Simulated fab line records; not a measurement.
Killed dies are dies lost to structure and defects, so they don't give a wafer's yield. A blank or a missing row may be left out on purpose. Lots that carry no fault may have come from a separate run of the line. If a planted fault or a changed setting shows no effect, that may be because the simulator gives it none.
Split-lot study / flow n5-finfet / 21 wafers read from 7 lots, route of 1938 steps

== THE SPLIT ITSELF ==
At N5_BEOL_M5_ETCH_68 (etches SOC in N2/H2, target depth 80 nm, overetch 16 nm, time 120 s), the setting time-s was moved away from the recipe's 120 s on 11 of the 21 wafers read, by -15.5% to +18.2%. All remaining wafers had this setting at the recipe value.

The split's own step is where the reading is taken.

== THE READING ==
SiARC_of_BEOL_M5_COAT_66.thk-nm (the simulator's own value, which no gauge read), in nm, at N5_BEOL_M5_ETCH_68 (etches SOC in N2/H2, target depth 80 nm, overetch 16 nm, time 120 s). There is no usual value for it anywhere in the file. Here, 10 wafers ran the recipe; their average is 6.4 nm with a standard deviation of 0.13 nm.

wafer=L074.3; tool, chamber at the split=rie-diel-05, 3; time-s as run, s=141.8; against the recipe=+18.2%; SiARC_of_BEOL_M5_COAT_66.thk-nm, nm=5.4; against lot-mates on the recipe=-1.0
wafer=L074.4; tool, chamber at the split=rie-diel-05, 0; time-s as run, s=141.8; against the recipe=+18.2%; SiARC_of_BEOL_M5_COAT_66.thk-nm, nm=5.2; against lot-mates on the recipe=-1.2
wafer=L074.6; tool, chamber at the split=rie-diel-05, 1; time-s as run, s=120; against the recipe=recipe; SiARC_of_BEOL_M5_COAT_66.thk-nm, nm=6.4; against lot-mates on the recipe=-
wafer=L077.1; tool, chamber at the split=rie-diel-01, 2; time-s as run, s=101.4; against the recipe=-15.5%; SiARC_of_BEOL_M5_COAT_66.thk-nm, nm=7.4; against lot-mates on the recipe=+1.2
wafer=L077.4; tool, chamber at the split=rie-diel-01, 2; time-s as run, s=101.4; against the recipe=-15.5%; SiARC_of_BEOL_M5_COAT_66.thk-nm, nm=7.2; against lot-mates on the recipe=+1.0
wafer=L077.5; tool, chamber at the split=rie-diel-01, 1; time-s as run, s=120; against the recipe=recipe; SiARC_of_BEOL_M5_COAT_66.thk-nm, nm=6.2; against lot-mates on the recipe=-
wafer=L080.1; tool, chamber at the split=rie-diel-05, 0; time-s as run, s=110.3; against the recipe=-8.1%; SiARC_of_BEOL_M5_COAT_66.thk-nm, nm=6.8; against lot-mates on the recipe=+0.4
wafer=L080.4; tool, chamber at the split=rie-diel-05, 3; time-s as run, s=120; against the recipe=recipe; SiARC_of_BEOL_M5_COAT_66.thk-nm, nm=6.4; against lot-mates on the recipe=-
wafer=L080.5; tool, chamber at the split=rie-diel-05, 2; time-s as run, s=110.3; against the recipe=-8.1%; SiARC_of_BEOL_M5_COAT_66.thk-nm, nm=7; against lot-mates on the recipe=+0.6
wafer=L081.1; tool, chamber at the split=rie-diel-05, 1,0; time-s as run, s=128; against the recipe=+6.7%; SiARC_of_BEOL_M5_COAT_66.thk-nm, nm=6; against lot-mates on the recipe=-0.4
wafer=L081.2; tool, chamber at the split=rie-diel-05, 1,0; time-s as run, s=128; against the recipe=+6.7%; SiARC_of_BEOL_M5_COAT_66.thk-nm, nm=6; against lot-mates on the recipe=-0.4
wafer=L081.3; tool, chamber at the split=rie-diel-05, 3; time-s as run, s=120; against the recipe=recipe; SiARC_of_BEOL_M5_COAT_66.thk-nm, nm=6.4; against lot-mates on the recipe=-
wafer=L085.1; tool, chamber at the split=rie-diel-01, 1,0; time-s as run, s=104.9; against the recipe=-12.6%; SiARC_of_BEOL_M5_COAT_66.thk-nm, nm=7; against lot-mates on the recipe=+0.6
wafer=L085.4; tool, chamber at the split=rie-diel-01, 1,0; time-s as run, s=104.9; against the recipe=-12.6%; SiARC_of_BEOL_M5_COAT_66.thk-nm, nm=7; against lot-mates on the recipe=+0.6
wafer=L085.6; tool, chamber at the split=rie-diel-01, 2; time-s as run, s=120; against the recipe=recipe; SiARC_of_BEOL_M5_COAT_66.thk-nm, nm=6.4; against lot-mates on the recipe=-
wafer=L093.2; tool, chamber at the split=rie-diel-05, 2; time-s as run, s=120; against the recipe=recipe; SiARC_of_BEOL_M5_COAT_66.thk-nm, nm=6.6; against lot-mates on the recipe=-
wafer=L093.5; tool, chamber at the split=rie-diel-05, 2; time-s as run, s=120; against the recipe=recipe; SiARC_of_BEOL_M5_COAT_66.thk-nm, nm=6.6; against lot-mates on the recipe=-
wafer=L093.4; tool, chamber at the split=rie-diel-05, 0; time-s as run, s=120; against the recipe=recipe; SiARC_of_BEOL_M5_COAT_66.thk-nm, nm=6.2; against lot-mates on the recipe=-
wafer=L097.1; tool, chamber at the split=rie-diel-05, 1,3; time-s as run, s=120; against the recipe=recipe; SiARC_of_BEOL_M5_COAT_66.thk-nm, nm=6.4; against lot-mates on the recipe=-
wafer=L097.2; tool, chamber at the split=rie-diel-05, 1,3; time-s as run, s=120; against the recipe=recipe; SiARC_of_BEOL_M5_COAT_66.thk-nm, nm=6.4; against lot-mates on the recipe=-
wafer=L097.6; tool, chamber at the split=rie-diel-05, 1; time-s as run, s=130.8; against the recipe=+9.0%; SiARC_of_BEOL_M5_COAT_66.thk-nm, nm=5.8; against lot-mates on the recipe=-0.6
If several chambers appear in one row, that row covers several wafers at once and the file leaves open which wafer was in which chamber.

FIT RESULTS
A straight line over all 21 wafers: SiARC_of_BEOL_M5_COAT_66.thk-nm changes by -0.058 nm for each +1% of time-s; r = -0.98; the points scatter about the line by 0.12 nm.
The same after taking each lot's own level away (the mean of its wafers on the recipe; 21 wafers): -0.0614 nm for each +1%; r = -0.98; scatter 0.12 nm.
According to that fit, moving time-s by its largest amount changes the reading by 1.1 nm.
The span of the lots' own levels, 6.20 to 6.47 nm, comes to 2.1 times the standard deviation stated above.
The two slopes agree, so the slope changes little with the lot-to-lot level.
Check: -1.16 nm against its lot-mates is what the line predicts for one of the wafers moved furthest among these (+18.2%) when that wafer is left out of the fit. It came out at -1 nm against them.

== OTHER SPLITS APPLIED TO THESE WAFERS ==
Note: prior to the reading, these wafers also went through further splits. Each is held against what the fit with the lots' levels taken away leaves over:
other split on the same wafers=N5_BEOL_M4_DESCUM_16 time-s; wafers away from the commonest value=10; r with SiARC_of_BEOL_M5_COAT_66.thk-nm (lot level and that fit taken away)=+0.02
other split on the same wafers=N5_BEOL_M4_DESCUM_33 time-s; wafers away from the commonest value=7; r with SiARC_of_BEOL_M5_COAT_66.thk-nm (lot level and that fit taken away)=+0.41
other split on the same wafers=N5_BEOL_M4_ALD_98 temp-c; wafers away from the commonest value=8; r with SiARC_of_BEOL_M5_COAT_66.thk-nm (lot level and that fit taken away)=-0.24

== THE FILE'S OWN FIT ==
SiARC_of_BEOL_M5_COAT_66.thk-nm changes by -0.0617 nm for each +1% of time-s, r = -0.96.
